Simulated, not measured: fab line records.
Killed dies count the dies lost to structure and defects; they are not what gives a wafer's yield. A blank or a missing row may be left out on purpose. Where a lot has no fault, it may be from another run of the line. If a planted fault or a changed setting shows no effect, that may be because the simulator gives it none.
Chamber matching | flow n5-finfet | N5_BEOL_M2_STRIP_36 on rie-diel-06: 4 sister chambers
The step strips in N2/H2. 14 wafers are shown with their chamber, then 7 later ones without.

WAFERS PAIRED WITH THEIR CHAMBERS
wafer  | chamber | drypump-motor-current-A (A) | oes-product-au (a.u.) | throttle-valve-pct (%)
L082.1 | 0       | 5.9                         | 0.73                  | 23.42
L082.4 | 0       | 5.9                         | 0.73                  | 23.41
L082.6 | 2       | 5.6                         | 0.77                  | 23.62
L084.1 | 2       | 5.7                         | 0.76                  | 23.61
L084.2 | 3       | 6.6                         | 0.67                  | 23.39
L084.6 | 0       | 5.9                         | 0.73                  | 23.36
L085.3 | 3       | 6.6                         | 0.66                  | 23.38
L085.5 | 1       | 6.5                         | 0.84                  | 23.58
L085.6 | 2       | 5.6                         | 0.77                  | 23.58
L086.1 | 0       | 5.9                         | 0.74                  | 23.36
L086.5 | 1       | 6.5                         | 0.85                  | 23.55
L086.6 | 0       | 5.9                         | 0.74                  | 23.39
L090.2 | 2       | 5.6                         | 0.75                  | 23.60
L090.3 | 1       | 6.4                         | 0.85                  | 23.60

SIGNATURES (averages over the wafers above)
reading                 | chamber 0 | chamber 1 | chamber 2 | chamber 3 | scatter within a chamber
drypump-motor-current-A | 5.900     | 6.467     | 5.625     | 6.600     | 0.0376
oes-product-au          | 0.7340    | 0.8467    | 0.7625    | 0.6650    | 0.00715
throttle-valve-pct      | 23.3880   | 23.5767   | 23.6025   | 23.3850   | 0.023
Rule: a wafer's distance from a chamber is the root of the sum, over the readings, of the square of ((its reading less the chamber's mean) divided by the reading's scatter). The wafer belongs to the nearest chamber; if the next one is less than 2 further off, it can't be placed. How the scatter is found: for the shown wafers, subtract from each reading the mean of its chamber, square and add these, divide the total by (wafers less chambers), then take the root.

WAFERS WHOSE CHAMBER IS MISSING
wafer  | drypump-motor-current-A (A) | oes-product-au (a.u.) | throttle-valve-pct (%)
L090.6 | 5.9                         | 0.73                  | 23.39
L092.2 | 5.6                         | 0.74                  | 23.62
L092.4 | 5.6                         | 0.76                  | 23.62
L092.5 | 6.4                         | 0.84                  | 23.57
L096.1 | 6.6                         | 0.97                  | 23.03
L096.3 | 5.6                         | 0.73                  | 23.64
L096.6 | 6.6                         | 0.96                  | 23.00

EACH ONE'S CHAMBER
wafer  | from the rows above | in truth
L090.6 | 0                   | 0
L092.2 | 2                   | 2
L092.4 | 2                   | 2
L092.5 | 1                   | 1
L096.1 | 1                   | 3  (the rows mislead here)
L096.3 | 2                   | 2
L096.6 | 1                   | 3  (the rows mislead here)
5 of 7 placed correctly. Can't be placed from these rows: 0. Number placed wrongly: 2.
